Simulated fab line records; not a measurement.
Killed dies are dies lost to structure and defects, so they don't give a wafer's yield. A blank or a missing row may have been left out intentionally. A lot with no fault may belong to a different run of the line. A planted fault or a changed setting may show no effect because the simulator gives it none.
fab line records + flow n5-finfet
record
- lots=4
- wafers=12
- last-day=18
route steps=1938 shown WELL_APT@21 PMOS_HMC_CHANNEL_EPI@57 BEOL_M4@1111
lots untouched by any fault: they come from a run of this same line in which no faults occurred
start-h: start of the lot's first displayed wafer, in hours after the record's first day + wait-h: hours since the lot's step before + " the same as in the row above + L1.1+2: a row that stands for several wafers + - no value, or no start given + * or withheld: withheld + < > ~ a bound
route shown NAME@n: names a module that has steps shown in the file, with the first one's number in the route + usual: mean/standard deviation of fault-free wafers + same: alike in all rows + chamber/n: place in a boat + sites: per-site readings + _std_site: their standard deviation + _edge_site: inner sites' mean taken away from outer sites' mean + radius-mm: for every site, how far away it sits from the centre of the wafer + mask NAME#n: copy n + behind: the most recent tool/chamber to have shaped the wafer + hold: why the lot went on hold/how many hours it stayed there/how the hold came to an end + device: transistor that didn't switch, given as n, p or np + end of line: at the end of the route, the tests of the same wafers + a step without rows: its recipe alone + killed: dies that structure and defects cost at the first sort, which is not the same as the wafer's yield + map: a wafer's dies, marking killed ones x, the rest . and places with no die _
set.NAME: the run value of the setting; set.NAME@STEP: its run value at that earlier step + model.NAME: the simulator's own value behind a step, which no gauge read
a table for each step, a row for each wafer; lots at some steps of the route
services: from which hour (start-h, from the record's first day; less than 0 if before it) a tool's chamber was out of use, for how many hours, and why
## steps
# step N5_WELL_APT_COAT_02
# recipe
- spin-rpm=1357
- resist-thk-nm=950
# step N5_WELL_APT_EBR_04
# recipe
- solvent=PGMEA
- ebr-width-mm=1.5
# step N5_WELL_APT_SOFTBAKE_03
# recipe
- temp-c=130
- time-s=60
# step N5_WELL_APT_EXPOSE_05
# recipe
- mask-id=NWELL
- na=0.8
- source-shape=conventional
- sigma-outer=0.8
- polarization=unpolarized
- defocus-nm=0
- target-cd-nm=200
- dose-mj=20.3
# step N5_WELL_APT_PEB_06
# recipe
- peb-temp-c=130
- peb-time-s=90
# step N5_WELL_APT_DEVELOP_07
# recipe
- develop-time-s=45
- rinse-liquid=surfactant-rinse
- dry=air-spin
- dev-temp-c=21
# step N5_WELL_APT_HARDBAKE_12
# recipe
- temp-c=130
- time-s=120
# step N5_WELL_APT_DESCUM_13
# recipe
- chemistry=O2
- time-s=7.9
- source-power-w=50
- bias-power-w=20
- pressure-mtorr=20
- rf-frequency-hz=2.712e+07
- temp-c=40
- o2-flow-sccm=225
# step N5_WELL_APT_IMPLANT_14
# recipe
- species=P
- energy-kev=160
- dose-cm2=1.5e+13
- tilt-deg=0
- rotation-deg=0
# step N5_WELL_APT_IMPLANT_15
# recipe
- species=As
- energy-kev=25
- dose-cm2=1.5e+13
- tilt-deg=0
- rotation-deg=0
# usual
- dose-ions-cm2=1.5e+13/1.6e+10
- faraday-current-uA=191/3.7
| lot.wafer | tool         | chamber | start-h | wait-h | dose-ions-cm2 | faraday-current-uA |
|-----------|--------------|---------|---------|--------|---------------|--------------------|
| L474.2    | implanter-02 | 0       | 56.48   | 0.1    | 1.5015e+13    | 190                |
| L474.5    | "            | 0       | "       | "      | 1.4975e+13    | 187                |
| L474.6    | "            | 0       | "       | "      | 1.4995e+13    | 189                |
| L480.3    | implanter-02 | 0       | 92.34   | 0.1    | 2.201e+13     | 283                |
| L480.4    | "            | 0       | "       | "      | 2.2035e+13    | 274                |
| L480.6    | "            | 0       | "       | "      | 2.1993e+13    | 282                |
| L481.2    | implanter-02 | 0       | 98.15   | 0.1    | 2.2022e+13    | 275                |
| L481.4    | "            | 0       | "       | "      | 2.2018e+13    | 270                |
| L481.5    | "            | 0       | "       | "      | 2.2016e+13    | 281                |
| L483.1    | implanter-01 | 0       | 111.38  | 0.1    | 1.5002e+13    | 199                |
| L483.2    | "            | 0       | "       | "      | 1.503e+13     | 189                |
| L483.6    | "            | 0       | "       | "      | 1.5027e+13    | 191                |
# step N5_WELL_APT_STRIP_16
# recipe
- chemistry=SPM
- time-s=900
- temp-c=130
- h2so4-h2o2-vol-ratio=4
- dry=ipa-marangoni
# step N5_WELL_APT_HMDS_18
# recipe
- time-s=60
- temp-c=120
# step N5_WELL_APT_COAT_19
# recipe
- spin-rpm=1357
- resist-thk-nm=950
# step N5_WELL_APT_EBR_21
# recipe
- solvent=PGMEA
- ebr-width-mm=1.5
# step N5_WELL_APT_SOFTBAKE_20
# recipe
- temp-c=130
- time-s=60
# step N5_WELL_APT_EXPOSE_22
# recipe
- mask-id=PWELL
- na=0.8
- source-shape=conventional
- sigma-outer=0.8
- polarization=unpolarized
- defocus-nm=0
- target-cd-nm=200
- dose-mj=23.2
# step N5_WELL_APT_PEB_23
# recipe
- peb-temp-c=130
- peb-time-s=90
# step N5_WELL_APT_DEVELOP_24
# recipe
- develop-time-s=45
- rinse-liquid=surfactant-rinse
- dry=air-spin
- dev-temp-c=21
# step N5_WELL_APT_HARDBAKE_29
# recipe
- temp-c=130
- time-s=120
# step N5_WELL_APT_DESCUM_30
# recipe
- chemistry=O2
- time-s=7.9
- source-power-w=50
- bias-power-w=20
- pressure-mtorr=20
- rf-frequency-hz=2.712e+07
- temp-c=40
- o2-flow-sccm=225
# step N5_WELL_APT_IMPLANT_31
# recipe
- species=B
- energy-kev=60
- dose-cm2=1.5e+13
- tilt-deg=0
- rotation-deg=0
# step N5_WELL_APT_IMPLANT_32
# recipe
- species=BF2
- energy-kev=50
- dose-cm2=2e+13
- tilt-deg=0
- rotation-deg=0
# step N5_WELL_APT_STRIP_33
# recipe
- chemistry=SPM
- time-s=900
- temp-c=130
- h2so4-h2o2-vol-ratio=4
- dry=ipa-marangoni
# step N5_WELL_APT_RTA_34
# recipe
- temp-c=1000
- time-s=10
- ambient=N2
- idle-temp-c=600
- ramp-up-c-per-s=150
- ramp-down-c-per-s=60
- cool-to-c=600
# step N5_WELL_APT_OXIDE_STRIP_42
# recipe
- chemistry=dHF
- dilution=25:1
- time-s=45
- temp-c=25
- target=SiO2
- target-depth-a=120
# step N5_WELL_APT_PRECLEAN_36
# recipe
- chemistry=O3/DIW
- time-s=45
- temp-c=22
- o3-ppm=10
# step N5_WELL_APT_PRECLEAN_39
# recipe
- chemistry=dHF
- time-s=60
- dilution=150:1
- temp-c=25
# step N5_WELL_APT_SRD_37
# recipe
- dry=ipa-marangoni
- do-ppb=5
- time-s=30
- temp-c=23
- rinse-liquid=diw
# step N5_WELL_APT_EPI_41
# recipe
- material=Si
- target-thk-a=500
- temp-c=650
- precursor=SiH4/H2
- pressure-torr=20
- time-s=297.7
# step N5_PMOS_HMC_CHANNEL_EPI_HM_DEP_34
# recipe
- material=SiO2
- target-thk-a=360
- temp-c=400
- precursor=TEOS/O2
- pressure-torr=6.5
- rf-w=900
- teos-flow-sccm=161.4
- gas=O2
- flow-sccm=2650
- time-s=6.9
# step N5_PMOS_HMC_CHANNEL_EPI_COAT_31
# recipe
- resist=BARC
- temp-c=205
- time-s=60
- spin-rpm=1500
- resist-thk-nm=66
# step N5_PMOS_HMC_CHANNEL_EPI_COAT_03
# recipe
- resist=CAR-ArF-block
- spin-rpm=1500
- resist-thk-nm=205
# step N5_PMOS_HMC_CHANNEL_EPI_EBR_05
# recipe
- solvent=PGMEA
- ebr-width-mm=1.5
# step N5_PMOS_HMC_CHANNEL_EPI_SOFTBAKE_04
# recipe
- temp-c=110
- time-s=60
- resist=CAR-ArF-block
# step N5_PMOS_HMC_CHANNEL_EPI_EXPOSE_06
# recipe
- mask-id=PMOS_HMC_BLK
- na=1.35
- source-shape=conventional
- sigma-outer=0.8
- polarization=unpolarized
- target-cd-nm=240
- dose-mj=41
# step N5_BEOL_M4_RC_MEAS_101
# usual
- CJ_P=5.73/0.16
- DIBL_N=35.8/1.7
- DIBL_P=35.3/2
- IOFF_N=0.150/0.026
- IOFF_P=0.194/0.029
- IOFF_P_LONG=0.000102/8.2e-06
- ION_N=667/11
- ION_P=456/7.1
- SS_N=71.4/0.65
- SS_P=73.1/0.64
- VT_N=251/3
- VT_P=-252/3.2
| lot.wafer | tool      | chamber | start-h | wait-h | CJ_P | DIBL_N[mV/V] | DIBL_P[mV/V] | IOFF_N[nA/um] | IOFF_P[nA/um] | IOFF_P_LONG[nA/um] | ION_N[uA/um] | ION_P[uA/um] | SS_N[mV/dec] | SS_P[mV/dec] | VT_N[mV] | VT_P[mV] |
|-----------|-----------|---------|---------|--------|------|--------------|--------------|---------------|---------------|--------------------|--------------|--------------|--------------|--------------|----------|----------|
| L474.2    | prober-02 | 0       | 270.14  | 0.2    | 5.43 | 30.0         | 30.1         | 0.088         | 0.135         | 0.000106           | 649          | 450          | 70.0         | 71.1         | 256      | -256     |
| L474.5    | "         | 0       | "       | "      | 5.58 | 35.2         | 37.6         | 0.169         | 0.223         | 0.000109           | 689          | 469          | 71.3         | 72.4         | 245      | -250     |
| L474.6    | "         | 0       | "       | "      | 5.74 | 35.3         | 37.3         | 0.169         | 0.235         | 0.000112           | 680          | 470          | 71.1         | 73.3         | 248      | -245     |
| L480.3    | prober-01 | 0       | 287.26  | 0.3    | 7.15 | 36.0         | 35.8         | 0.151         | 0.198         | 0.000148           | 671          | 459          | 70.7         | 73.5         | 250      | -252     |
| L480.4    | "         | 0       | "       | "      | 6.77 | 33.9         | 32.6         | 0.123         | 0.159         | 0.000132           | 656          | 452          | 71.0         | 72.5         | 252      | -255     |
| L480.6    | "         | 0       | "       | "      | 7.12 | 33.7         | 32.8         | 0.113         | 0.157         | 0.000146           | 656          | 452          | 70.8         | 72.3         | 253      | -254     |
| L483.1    | prober-01 | 0       | 313.28  | 0.0    | 5.71 | 35.2         | 33.2         | 0.137         | 0.175         | 9.8e-05            | 641          | 444          | 71.9         | 72.7         | 252      | -252     |
| L483.2    | "         | 0       | "       | "      | 5.75 | 34.7         | 33.3         | 0.125         | 0.173         | 0.000103           | 661          | 454          | 71.2         | 72.7         | 252      | -252     |
| L483.6    | "         | 0       | "       | "      | 5.83 | 37.3         | 36.8         | 0.166         | 0.228         | 0.000101           | 649          | 450          | 71.8         | 73.7         | 248      | -249     |
| L481.2    | prober-01 | 0       | 317.83  | 0.2    | 7.31 | 37.3         | 35.8         | 0.184         | 0.219         | 0.000145           | 687          | 467          | 71.8         | 73.0         | 247      | -252     |
| L481.4    | "         | 0       | "       | "      | 6.78 | 38.2         | 34.1         | 0.182         | 0.193         | 0.000124           | 672          | 448          | 72.7         | 73.4         | 250      | -254     |
| L481.5    | "         | 0       | "       | "      | 6.64 | 39.5         | 36.0         | 0.226         | 0.227         | 0.000123           | 674          | 452          | 72.9         | 73.8         | 246      | -248     |
## services
| tool         | chamber | start-h | hours | kind   |
|--------------|---------|---------|-------|--------|
| implanter-01 | -       | 45.12   | 36.3  | repair |
## key
first-sign
- step=N5_WELL_APT_IMPLANT_15
- reading=dose-ions-cm2
- direction=up
- sigmas=99+
- usual=1.5e+13
- struck=2.2016e+13
effect
- step=N5_WELL_APT_IMPLANT_15
- reading=faraday-current-uA
- direction=up
- sigmas=24
- usual=191
- struck=278
effect
- step=N5_BEOL_M4_RC_MEAS_101
- reading=CJ_P
- direction=up
- sigmas=7.7
- usual=5.73
- struck=6.96
effect
- step=N5_BEOL_M4_RC_MEAS_101
- reading=IOFF_P_LONG
- direction=up
- sigmas=4.2
- usual=0.000102
- struck=0.000136
met-at N5_WELL_APT_IMPLANT_15
struck-wafers L480.3,L480.4,L480.6,L481.2,L481.4,L481.5
onset-between 56.48 92.34
fault
- kind=process-parameter-drift
- tool=implanter-02
- chamber=-
- onset-h=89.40
- steps=N5_WELL_APT_IMPLANT_15
- channel=dose-cm2
- offset=7.0155e+12
- shape=step
- end-h=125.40
- acts-in=these-recipes-only
- stated=1.5e+13
